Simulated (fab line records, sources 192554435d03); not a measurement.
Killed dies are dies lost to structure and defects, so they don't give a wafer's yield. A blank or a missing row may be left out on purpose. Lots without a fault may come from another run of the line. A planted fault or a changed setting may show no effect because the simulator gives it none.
Problem report in the 8D (eight disciplines) form, filled by code | flow n5_finfet | the parts of the form that need people (team, actions taken, sign-off) are left out

1. THE PROBLEM
susceptor_temp_C at N5_BEOL_M6_PECVD_70 reads a mean of 405.15 C on 2 wafers of 1 lot; wafers without a fault read 400.01 C with a standard deviation of 0.22. That is +23 standard deviations from the usual mean.
The step: deposits SiO2 from TEOS/O2, target thk 20 nm, time 22.7 s.
First seen on wafer L527.1, day 13 05:53, on pecvd-02. The record holds 36 wafers of 12 lots with a number at this step. Rule for "out", or "out of limits": more than 4 standard deviations from the usual mean. The other wafers with a number count as sound.

2. WHAT IT IS AND WHAT IT IS NOT
question                    | is                | is not
which readings at this step | susceptor_temp_C  | showerhead_plenum_p_Torr, throttle_valve_pct
which lots                  | L527              | L512, L513, L514, L515, L516, L518, L519, L520, L521, L522, L524
which wafers of those lots  | L527.1, L527.5    | L527.2
read on which tools         | pecvd-02          | pecvd-03, pecvd-04
when                        | from day 13 05:53 | up to then (34 sound wafers)

3. SUSPECTS, AND WHAT RULES EACH OUT
Counting: a tool at a process step up to the reading stays a suspect if it ran every lot that is out. Sound lots after the first of them don't rule it out here, since some wafers of a struck lot are sound.
- cvd_co-01 at N5_BEOL_M5_CO_CAP_78 (material Co, precursor CCTBA/H2, target thk 2 nm, time 102.1 s): kept. It ran the lot that is out, L527 (day 13 05:01); its last sound lot up to then is L518 (day 10 19:39).
- pecvd-02 at N5_BEOL_M6_PECVD_70 (deposits SiO2 from TEOS/O2, target thk 20 nm, time 22.7 s): kept. It ran the lot that is out, L527 (day 13 05:53); its last sound lot up to then is L522 (day 11 16:00). Its own readings are out on those wafers: susceptor_temp_C.
- Within pecvd-02 at N5_BEOL_M6_PECVD_70: the wafers that are out ran in chamber 2; their sound lot-mates ran in chamber 1.
Left after counting: cvd_co-01 at N5_BEOL_M5_CO_CAP_78, pecvd-02 at N5_BEOL_M6_PECVD_70.

4. THE CAUSE (what the simulator had put in)
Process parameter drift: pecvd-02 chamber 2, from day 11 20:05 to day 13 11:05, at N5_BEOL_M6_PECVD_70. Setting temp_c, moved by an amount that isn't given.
Counting left 2 suspects, and this tool is among them.

5. THE CHAIN OF EFFECTS, in route order
Each row: a reading whose mean over the struck wafers that have a number lies more than 3 standard deviations from the usual. Only readings for which the record gives a usual standard deviation are gone through. hours: the time from each lot's start at the first step in this table that gives one to its start at this step, as a median over the lots. sigmas: the change in usual standard deviations.
hours | step                | reading          | usual    | on struck wafers | change | sigmas
0     | N5_BEOL_M6_PECVD_70 | susceptor_temp_C | 400.01 C | 405.15           | +5.14  | +23
The process steps in it:
- N5_BEOL_M6_PECVD_70: deposits SiO2 from TEOS/O2, target thk 20 nm, time 22.7 s.

6. WHAT WOULD HAVE CAUGHT IT SOONER
In this record the first reading out of limits was taken at day 13 05:53, 34 hours after the fault began at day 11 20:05.
